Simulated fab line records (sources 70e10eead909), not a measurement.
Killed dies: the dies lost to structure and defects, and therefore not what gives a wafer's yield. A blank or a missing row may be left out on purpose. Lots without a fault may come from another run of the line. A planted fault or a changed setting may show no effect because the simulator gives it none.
Which tool was responsible? -- flow nand harc -- 7 lots with 21 wafers sampled at 3 steps, on a route of 1159 steps

WHAT THE GAUGES READ, wafer by wafer
NHARC_P_CONTACT_CD_MEAS_12 targets a cd of 90 nm.
lot,measured,on,cd nm (nm)
L353,day 6 12:23,cd sem-02,89.2 89.9 90.2
L357,day 7 07:52,cd sem-01,90.1 89.7 89.2
L366,day 9 20:36,cd sem-02,89.7 89.9 89.5
L369,day 10 12:56,cd sem-03,90.6 90.4 90.3
L370,day 10 22:05,cd sem-01,89.8 90.1 90.4
L372,day 11 17:20,cd sem-01,90.0 90.5 90.3

EACH LOT AND THE TOOL THAT RAN IT (in order: tool; ch and the chambers of the sampled wafers; start)
lot,NHARC_P_GATE_STRIP_112,NHARC_P_GATE_RTA_82
L353,"plasma asher-01 ch 0, day 6 06:30","rtp anneal-02 ch 0, day 6 10:35"
L357,"plasma asher-01 ch 1, day 7 01:50","rtp anneal-01 ch 0, day 7 06:06"
L360,"plasma asher-01 ch 0,1, day 8 15:33","rtp anneal-01, day 8 20:04"
L366,"plasma asher-01 ch 0,1, day 9 14:30","rtp anneal-01 ch 0, day 9 18:31"
L369,"plasma asher-01 ch 0,1, day 10 06:58","rtp anneal-01 ch 0, day 10 11:07"
L370,"plasma asher-02 ch 0,1, day 10 16:01","rtp anneal-01 ch 0, day 10 20:24"
L372,"plasma asher-02 ch 0,1, day 11 11:06","rtp anneal-01 ch 0, day 11 15:20"
- NHARC_P_GATE_STRIP_112: strips in N2/H2, time 200 s.
- NHARC_P_GATE_RTA_82: time 30 s.

THE ANSWER, worked out from the rows above alone
Rule: the usual values come from the lots themselves. The widest of any qualifying gaps counts: lots, ordered by their means at a reading, are off when they make up no more than a third of the lots, leave a main group of 4 or more, and stand apart from it by 3 or more times the standard deviation of that group's means. A main group whose means are all the same, to the digits that the tables above print for the reading, isn't used. A lot without any number at a reading at which 4 lots or more have one is off too. The other lots that the step has rows for count as sound.
Nothing can be told from this: no lot is off at any reading shown.

WHAT HAD BEEN PUT IN BY THE SIMULATOR
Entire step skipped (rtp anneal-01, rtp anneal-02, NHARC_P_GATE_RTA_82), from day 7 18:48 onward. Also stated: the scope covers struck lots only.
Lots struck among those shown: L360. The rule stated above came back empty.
